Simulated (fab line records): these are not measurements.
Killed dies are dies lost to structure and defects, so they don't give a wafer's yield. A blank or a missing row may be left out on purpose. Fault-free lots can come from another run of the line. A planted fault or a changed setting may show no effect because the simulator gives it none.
fab line records    flow nandHarc
[record] lots = 14  wafers = 42  lastDay = 33
route steps=1302 shown P_BONDPAD@372 A_ZERO_WELL@398
lots that met no fault: taken from a fault-free run of the same line
startH: start of the lot's first displayed wafer, in hours after the record's first day    waitH: time in hours since the lot's previous step    " identical to the entry in the row above    L1.1+2: a row that stands for several wafers    - no value present, or no start provided    * or withheld: withheld    < > ~ a bound
route shown NAME@n: a module of which the file shows steps, and the number in the route of the first    usual: mean and standard deviation over wafers with no fault    same: alike in all rows    chamber/n: place in a boat    sites: readings site by site    _std_site: the standard deviation of these    _edge_site: the outer-site mean with the inner-site mean subtracted    radiusMm: how far each site lies from the wafer's centre    mask NAME#n: copy n    behind: the last tool/chamber to shape the wafer    hold: cause of the lot's hold/its duration in hours/its outcome    device: names the non-switching transistor (n, p or np)    end of line: the same wafers' tests at the end of the route    a step given without rows: its recipe and nothing more    killed: count of dies lost to structure and defects at first sort (not the wafer's yield)    map: per-die view of a wafer (x killed, . not killed, _ where there is no die)
set.NAME: setting as actually run; set.NAME@STEP: the setting as run at that earlier step    model.NAME: the simulator's own value behind a step, which no gauge read
steps of the route over a sample of lots; a table a step, a row a wafer
services: from which hour (startH, from the record's first day; less than 0 if before it) a tool's chamber was out of use, for how many hours, and why
[[steps]]
[step NHARC_P_BONDPAD_ETCH_24]
[recipe] targetDepthA = 300  overEtchFrac = 0.3  timeS = 72.99  ionEnergyEv = 150  cf4FlowSccm = 50  n2FlowSccm = 100  arFlowSccm = 150  rfW = 300  biasW = 100  chemistry = CF4/N2
[usual] drypumpMotorCurrentA = 5.9/0.38  oesProductAu = 1.000/0.0093  rfVppV = 314.6/1.9  showerheadPlenumPTorr = 2.66/0.098  throttleValvePct = 19.794/0.0089
lot.wafer  tool        chamber  startH  waitH  drypumpMotorCurrentA  oesProductAu  rfHoursCounterH  rfVppV  showerheadPlenumPTorr  throttleValvePct
L863.3     rieDiel-05  0        -       -      5.5                   0.989         4.0              312.5   2.56                   19.804
L863.1     "           2        "       "      6.0                   0.984         2.8              316.5   2.77                   19.796
L863.6     "           3        "       "      6.1                   1.000         -                312.3   2.51                   19.791
L866.3     rieDiel-06  1        -       -      6.6                   1.001         0.3              314.3   2.68                   19.786
L866.4     "           2        "       "      5.9                   1.013         0.3              315.6   2.66                   19.807
L866.6     "           1        "       "      6.6                   0.995         -                314.5   2.68                   19.805
L867.2     rieDiel-10  1        -       -      5.9                   1.004         6.8              317.5   2.77                   19.791
L867.3     "           2        "       "      6.2                   0.999         7.4              314.1   2.61                   19.801
L867.5     "           0        "       "      5.6                   0.984         -                316.1   2.79                   19.791
L869.4     rieDiel-10  0        -       -      5.5                   0.988         8.0              316.4   2.79                   19.786
L869.1     "           3        "       "      5.2                   0.998         9.1              314.1   2.67                   19.804
L869.6     "           0        "       "      5.6                   0.995         -                316.7   2.79                   19.782
L870.2     rieDiel-10  3        206.30  0.2    5.2                   1.010         9.4              316.6   2.67                   19.793
L870.4     "           0        "       "      5.6                   1.004         -                316.5   2.79                   19.795
L870.6     "           3        "       "      5.2                   0.998         -                314.9   2.67                   19.804
L871.4     rieDiel-06  3        -       -      5.8                   1.006         1.1              317.3   2.77                   19.802
L871.3     "           0        "       "      6.0                   1.005         1.2              312.5   2.50                   19.793
L871.6     "           2        "       "      5.9                   1.007         -                314.2   2.66                   19.804
L872.3     rieDiel-05  1        -       -      6.3                   1.016         7.7              314.0   2.61                   19.793
L872.1     "           3        "       "      6.1                   0.997         8.9              311.0   2.51                   19.783
L872.5     "           1        "       "      6.3                   1.017         -                312.3   2.61                   19.801
L880.3     rieDiel-05  1        300.52  0.1    6.3                   1.020         2.6              313.0   2.61                   19.786
L880.2     "           2        "       "      6.1                   0.981         2.5              316.4   2.77                   19.794
L880.6     "           2        "       "      6.1                   0.992         -                316.6   2.77                   19.802
L881.4     rieDiel-06  1        -       -      6.5                   1.001         0.1              314.7   2.68                   19.808
L881.5     "           1        "       "      6.5                   0.990         -                314.9   2.68                   19.803
L881.6     "           2        "       "      5.9                   1.003         -                315.9   2.66                   19.800
L882.4     rieDiel-10  0        -       -      5.6                   1.010         4.4              316.7   2.79                   19.792
L882.3     "           1        "       "      5.9                   1.007         5.0              314.9   2.77                   19.800
L882.6     "           1        "       "      5.9                   1.015         -                317.7   2.77                   19.780
L883.2     rieDiel-10  1        -       -      5.9                   0.997         5.1              318.0   2.77                   19.799
L883.1     "           2        "       "      6.2                   0.994         5.3              314.2   2.60                   19.785
L883.4     "           3        "       "      5.2                   0.991         4.7              313.2   2.67                   19.791
L884.2     rieDiel-05  2        -       -      6.1                   1.000         6.0              316.6   2.77                   19.796
L884.3     "           1        "       "      6.2                   1.001         5.1              313.9   2.61                   19.788
L884.6     "           2        "       "      6.1                   1.007         -                315.3   2.77                   19.809
L885.4     rieDiel-05  3        -       -      6.1                   0.990         5.5              312.0   2.51                   19.802
L885.2     "           2        "       "      6.1                   0.992         6.2              315.5   2.77                   19.780
L885.5     "           3        "       "      6.1                   0.999         -                312.0   2.51                   19.802
L886.4     rieDiel-10  0        -       -      5.6                   1.001         5.6              316.5   2.79                   19.797
L886.2     "           1        "       "      5.9                   0.995         7.0              316.2   2.77                   19.775
L886.5     "           0        "       "      5.6                   1.003         -                317.3   2.79                   19.799
[step NHARC_P_BONDPAD_DEGAS_25]
[recipe] tempC = 300  timeS = 60
[usual] heaterPowerW = 441/33  susceptorTempC = 300.00/0.18
lot.wafer  tool           chamber  startH  waitH  heaterPowerW  susceptorTempC
L863.3     pvdSputter-03  -        139.37  -      493           -
L863.1     "              -        "       "      414           -
L863.6     "              -        "       "      412           -
L866.4     pvdSputter-02  -        164.40  -      487           299.68
L866.3     "              -        "       "      466           299.91
L866.6     "              -        "       "      484           299.62
L867.3     pvdSputter-02  -        172.01  -      492           300.22
L867.2     "              -        "       "      431           300.02
L867.5     "              -        "       "      481           300.13
L869.1     pvdSputter-02  -        195.23  -      472           -
L869.4     "              -        "       "      419           -
L869.6     "              -        "       "      478           -
L870.2     pvdSputter-03  -        206.69  -      399           -
L870.4     "              -        "       "      407           -
L870.6     "              -        "       "      433           -
L871.3     pvdSputter-02  -        221.45  -      474           -
L871.4     "              -        "       "      428           -
L871.6     "              -        "       "      482           -
L872.1     pvdSputter-02  -        229.65  -      475           299.94
L872.3     "              -        "       "      471           299.96
L872.5     "              -        "       "      412           300.41
L880.2     pvdSputter-03  -        300.94  -      429           -
L880.3     "              -        "       "      476           -
L880.6     "              -        "       "      425           -
L881.4     pvdSputter-03  -        319.38  -      393           299.86
L881.5     "              -        "       "      398           299.90
L881.6     "              -        "       "      430           300.04
L882.3     pvdSputter-02  -        323.57  -      400           300.32
L882.4     "              -        "       "      469           299.94
L882.6     "              -        "       "      404           300.37
L883.4     pvdSputter-03  -        335.14  -      399           300.09
L883.2     "              -        "       "      426           299.94
L883.1     "              -        "       "      469           300.40
L884.2     pvdSputter-01  -        343.42  -      464           299.70
L884.3     "              -        "       "      370           299.85
L884.6     "              -        "       "      439           299.96
L885.4     pvdSputter-01  -        357.47  -      452           300.06
L885.2     "              -        "       "      376           299.96
L885.5     "              -        "       "      458           299.95
L886.4     pvdSputter-03  -        360.50  -      405           299.96
L886.2     "              -        "       "      455           300.00
L886.5     "              -        "       "      452           300.27
[step NHARC_P_BONDPAD_ACTIVATE_29]
[recipe] timeS = 60  n2FlowSccm = 200  arFlowSccm = 0  biasPowerW = 0  chemistry = N2
[usual] drypumpMotorCurrentA = 5.9/0.37  oesProductAu = 1.002/0.0084  rfVppV = 64.3/0.97  showerheadPlenumPTorr = 1.79/0.071
[same] biasPowerW = 0
lot.wafer  tool        chamber  startH  waitH  drypumpMotorCurrentA  oesProductAu  rfHoursCounterH  rfVppV  showerheadPlenumPTorr
L863.3     rieDiel-06  3        141.05  0.1    5.8                   0.982         0                65.1    1.87
L863.1     "           0        "       "      6.0                   0.992         0                63.3    1.68
L863.6     "           0        "       "      6.0                   0.992         -                63.1    1.68
L866.4     rieDiel-05  0        166.10  0.1    5.5                   1.000         7                64.8    1.72
L866.3     "           1        "       "      6.3                   1.001         5                63.1    1.76
L866.6     "           3        "       "      6.1                   1.005         -                63.8    1.68
L867.3     rieDiel-06  0        173.74  0.1    6.0                   0.999         0                61.4    1.68
L867.2     "           2        "       "      5.8                   1.010         1                63.3    1.79
L867.5     "           0        "       "      6.0                   0.999         -                63.5    1.68
L869.1     rieDiel-05  2        196.92  0.1    6.1                   0.990         7                65.4    1.87
L869.4     "           3        "       "      6.1                   0.996         8                63.9    1.68
L869.6     "           2        "       "      6.1                   0.993         -                64.3    1.87
L870.2     rieDiel-10  3        208.37  0.1    5.2                   1.014         9                62.4    1.80
L870.4     "           3        "       "      5.2                   1.003         -                63.6    1.80
L870.6     "           0        "       "      5.6                   1.008         -                63.9    1.89
L871.3     rieDiel-10  3        223.15  0.1    5.2                   1.008         10               64.3    1.80
L871.4     "           1        "       "      5.9                   1.002         9                65.1    1.87
L871.6     "           3        "       "      5.1                   1.012         -                66.2    1.80
L872.3     rieDiel-10  1        231.35  0.1    5.9                   1.005         9                64.1    1.87
L872.1     "           3        "       "      5.2                   1.007         10               63.1    1.80
L872.5     "           0        "       "      5.6                   1.006         -                63.8    1.88
L880.3     rieDiel-06  2        302.64  0.1    5.9                   1.011         3                65.7    1.79
L880.2     "           3        "       "      5.8                   0.992         3                63.9    1.87
L880.6     "           2        "       "      5.9                   1.005         -                65.2    1.79
L881.4     rieDiel-05  1        321.11  0.1    6.3                   1.015         4                64.5    1.76
L881.6     "           3        "       "      6.1                   0.986         -                62.2    1.68
L881.5     "           0        "       "      5.5                   1.009         -                64.4    1.72
L882.3     rieDiel-10  3        325.26  0.1    5.2                   1.001         4                64.8    1.80
L882.4     "           0        "       "      5.5                   1.007         4                64.9    1.88
L882.6     "           3        "       "      5.2                   1.006         -                64.6    1.80
L883.2     rieDiel-06  0        336.82  0.1    6.1                   1.006         1                64.5    1.68
L883.1     "           1        "       "      6.5                   0.996         1                65.1    1.81
L883.4     "           2        "       "      5.9                   1.004         1                64.5    1.79
L884.3     rieDiel-05  3        345.29  0.1    6.1                   0.984         5                62.8    1.68
L884.2     "           0        "       "      5.5                   1.000         4                63.7    1.72
L884.6     "           0        "       "      5.5                   0.994         -                62.6    1.72
L885.4     rieDiel-10  2        359.50  0.1    6.2                   1.017         7                64.1    1.75
L885.2     "           3        "       "      5.2                   1.014         6                63.8    1.80
L885.5     "           0        "       "      5.6                   1.014         -                64.2    1.88
L886.4     rieDiel-05  1        362.20  0.1    6.3                   1.019         5                62.9    1.76
L886.2     "           2        "       "      6.1                   0.991         6                65.6    1.87
L886.5     "           1        "       "      6.3                   1.017         -                64.2    1.76
[step NHARC_A_ZERO_WELL_EXPOSE_07]
[recipe] na = 0.55  doseMj = 33.85  maskId = A_ZERO
[usual] exposureDoseMJCm2 = 33.80/0.032  focusOffsetNm = 0.1/0.44
lot.wafer  tool           chamber  startH  waitH  mask      exposureDoseMJCm2  focusOffsetNm
L863.1     krfScanner-04  0        142.16  -      A_ZERO#0  33.83              0.1
L863.3     "              0        "       "      A_ZERO#0  33.83              0.3
L863.6     "              0        "       "      A_ZERO#0  33.82              0.4
L866.3     krfScanner-04  0        167.05  -      A_ZERO#0  33.82              0.0
L866.4     "              0        "       "      A_ZERO#0  33.78              0.4
L866.6     "              0        "       "      A_ZERO#0  33.80              0.7
L867.2     krfScanner-04  0        174.77  -      A_ZERO#0  33.87              -0.2
L867.3     "              0        "       "      A_ZERO#0  33.81              0.3
L867.5     "              0        "       "      A_ZERO#0  33.82              -0.1
L869.1     krfScanner-01  0        198.02  -      A_ZERO#0  33.80              0.1
L869.4     "              0        "       "      A_ZERO#0  33.78              0.2
L869.6     "              0        "       "      A_ZERO#0  33.80              0.3
L870.2     krfScanner-04  0        209.49  -      A_ZERO#0  33.76              0.4
L870.4     "              0        "       "      A_ZERO#0  33.77              0.5
L870.6     "              0        "       "      A_ZERO#0  33.78              0.5
L871.3     krfScanner-04  -        224.11  -      A_ZERO#0  -                  -
L871.4     "              -        "       "      A_ZERO#0  -                  -
L871.6     "              -        "       "      A_ZERO#0  -                  -
L872.1     krfScanner-01  -        232.47  -      A_ZERO#0  -                  -
L872.3     "              -        "       "      A_ZERO#0  -                  -
L872.5     "              -        "       "      A_ZERO#0  -                  -
L880.2     krfScanner-04  0        303.74  -      A_ZERO#0  33.76              -1.1
L880.3     "              0        "       "      A_ZERO#0  33.76              -0.8
L880.6     "              0        "       "      A_ZERO#0  33.81              -1.1
L881.4     krfScanner-04  0        322.08  -      A_ZERO#0  33.80              0.3
L881.5     "              0        "       "      A_ZERO#0  33.76              0.0
L881.6     "              0        "       "      A_ZERO#0  33.82              0.3
L882.3     krfScanner-04  0        326.26  -      A_ZERO#0  33.83              -0.7
L882.4     "              0        "       "      A_ZERO#0  33.71              -0.1
L882.6     "              0        "       "      A_ZERO#0  33.76              -0.2
L883.1     krfScanner-04  0        337.79  -      A_ZERO#0  33.74              0.0
L883.2     "              0        "       "      A_ZERO#0  33.72              0.6
L883.4     "              0        "       "      A_ZERO#0  33.76              -0.3
L884.2     krfScanner-01  0        346.57  -      A_ZERO#0  33.80              0.6
L884.3     "              0        "       "      A_ZERO#0  33.76              0.1
L884.6     "              0        "       "      A_ZERO#0  33.75              0.2
L885.2     krfScanner-01  0        360.44  -      A_ZERO#0  33.77              -0.2
L885.4     "              0        "       "      A_ZERO#0  33.81              -0.2
L885.5     "              0        "       "      A_ZERO#0  33.79              0.2
L886.2     krfScanner-01  0        363.16  -      A_ZERO#0  33.81              -0.4
L886.4     "              0        "       "      A_ZERO#0  33.76              -0.2
L886.5     "              0        "       "      A_ZERO#0  33.77              -0.2
[[services]]
tool           chamber  startH  hours  kind
rieDiel-06     -        130.20  9.0    pm
rieDiel-06     3        147.89  2.6    repair
rieDiel-05     1        161.60  3.1    repair
krfScanner-04  -        167.78  2.4    repair
rieDiel-05     -        172.19  4.8    repair
rieDiel-10     2        174.34  12.1   repair
rieDiel-10     0        175.00  5.7    repair
rieDiel-06     -        175.34  1.2    repair
krfScanner-04  -        182.00  4.0    pm
rieDiel-10     1        198.88  9.6    repair
krfScanner-04  -        209.80  0.4    repair
rieDiel-10     2        227.84  9.2    repair
rieDiel-05     -        229.60  9.0    pm
rieDiel-06     2        236.38  5.0    repair
rieDiel-10     -        242.50  9.0    pm
rieDiel-06     3        255.54  6.7    repair
rieDiel-10     3        256.22  2.5    repair
rieDiel-05     0        294.30  8.2    repair
rieDiel-06     -        307.20  9.0    pm
krfScanner-04  -        333.92  0.4    repair
rieDiel-10     3        336.83  2.0    repair
rieDiel-10     0        351.60  6.4    repair
krfScanner-04  -        354.00  4.0    pm
rieDiel-06     1        355.93  8.2    repair
[[key]]
[firstSign] step = NHARC_A_ZERO_WELL_EXPOSE_07  reading = toolRecord  direction = missing
effect none on later readings
metAt NHARC_A_ZERO_WELL_EXPOSE_07
struckLots L871,L872
laterRowsLeftOut L871.3,L871.4,L871.6,L872.1,L872.3,L872.5
sortLeftOut L871.3,L871.4,L871.6,L872.1,L872.3,L872.5
testerLeftOut L871,L872
notActingAt NHARC_P_BONDPAD_ETCH_24,NHARC_P_BONDPAD_DEGAS_25,NHARC_P_BONDPAD_ACTIVATE_29
onsetBetween 209.49 224.11
[fault] kind = skippedStepWhole  tool = krfScanner-01,krfScanner-04  chamber = -  onsetH = 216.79  steps = NHARC_A_ZERO_WELL_EXPOSE_07  scope = struckLotsOnly
// testerLeftOut: of these lots the tester's yield and bins aren't shown, on N5 and GAA mostly nor the transistor test; their killed dies are dies lost to structure and defects alone, not to doping, threshold or leakage, so they don't give the yield
// sortLeftOut: the simulated sort isn't trusted on such a fault, so these wafers' sort isn't shown, and their yield isn't known
// laterRowsLeftOut: the simulator's readings of these wafers behind a module that went badly wrong aren't trusted and aren't shown, but for the sort
